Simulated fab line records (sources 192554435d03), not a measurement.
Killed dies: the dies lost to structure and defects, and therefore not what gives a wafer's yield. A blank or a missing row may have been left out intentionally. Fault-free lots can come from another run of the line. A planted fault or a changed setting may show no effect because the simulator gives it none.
Chamber matching | flow n5-finfet | rie-diel-03 running N5_FIN_SAQP_STRIP_55: 4 sister chambers
The step strips in N2/H2. 18 wafers are shown with their chamber, then 9 later ones without.

## WAFERS, EACH WITH ITS CHAMBER
wafer  | chamber | showerhead-plenum-p-Torr (Torr) | drypump-motor-current-A (A) | oes-product-au (a.u.)
L079.1 | 3       | 3.18                            | 4.9                         | 0.70
L079.2 | 2       | 3.21                            | 5.3                         | 0.76
L079.3 | 1       | 3.34                            | 5.8                         | 0.71
L080.1 | 2       | 3.21                            | 5.3                         | 0.77
L080.3 | 0       | 3.41                            | 5.0                         | 0.95
L080.4 | 3       | 3.18                            | 4.8                         | 0.70
L081.1 | 1       | 3.34                            | 5.8                         | 0.71
L081.2 | 3       | 3.18                            | 4.9                         | 0.69
L081.4 | 0       | 3.40                            | 5.0                         | 0.93
L084.2 | 0       | 3.40                            | 5.1                         | 0.92
L084.4 | 3       | 3.18                            | 4.9                         | 0.70
L084.6 | 3       | 3.18                            | 4.9                         | 0.70
L086.1 | 0       | 3.40                            | 5.0                         | 0.90
L086.2 | 1       | 3.33                            | 5.9                         | 0.70
L086.4 | 2       | 3.21                            | 5.3                         | 0.75
L087.4 | 0       | 3.40                            | 5.0                         | 0.90
L087.5 | 2       | 3.21                            | 5.3                         | 0.75
L087.6 | 1       | 3.33                            | 5.8                         | 0.69

SIGNATURES, as means of the wafers listed above
reading                  | chamber 0 | chamber 1 | chamber 2 | chamber 3 | scatter within a chamber
showerhead-plenum-p-Torr | 3.4020    | 3.3350    | 3.2100    | 3.1800    | 0.00359
drypump-motor-current-A  | 5.020     | 5.825     | 5.300     | 4.880     | 0.041
oes-product-au           | 0.9200    | 0.7025    | 0.7575    | 0.6980    | 0.0132
Rule: for each reading, subtract the chamber's mean from the wafer's reading, divide by that reading's scatter and square the result; add these up over the readings and take the root, which gives the wafer's distance from the chamber. If the next closest chamber is less than 2 further off than the closest, the wafer can't be placed; otherwise it belongs to the closest. The scatter: take each reading less its chamber's mean, square it, sum over the shown wafers, divide by the number of wafers less the number of chambers, and take the root.

## WAFERS MISSING THEIR CHAMBER
wafer  | showerhead-plenum-p-Torr (Torr) | drypump-motor-current-A (A) | oes-product-au (a.u.)
L088.1 | 3.17                            | 4.9                         | 0.69
L088.2 | 3.40                            | 5.0                         | 0.89
L088.4 | 3.20                            | 5.3                         | 0.75
L096.3 | 3.39                            | 5.0                         | 0.87
L096.5 | 3.39                            | 5.0                         | 0.85
L096.6 | 3.20                            | 5.2                         | 0.75
L097.1 | 3.57                            | 4.9                         | 0.99
L097.3 | 3.32                            | 5.8                         | 0.69
L097.5 | 3.20                            | 5.2                         | 0.75

## WHICH CHAMBER EACH ONE RAN IN
wafer  | from the rows above | in truth
L088.1 | 3                   | 3
L088.2 | 0                   | 0
L088.4 | 2                   | 2
L096.3 | 0                   | 0
L096.5 | 0                   | 0
L096.6 | 2                   | 2
L097.1 | 0                   | 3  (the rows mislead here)
L097.3 | 1                   | 1
L097.5 | 2                   | 2
8 of 9 placed correctly. Left unplaced by these rows: 0. Placed wrongly: 1.
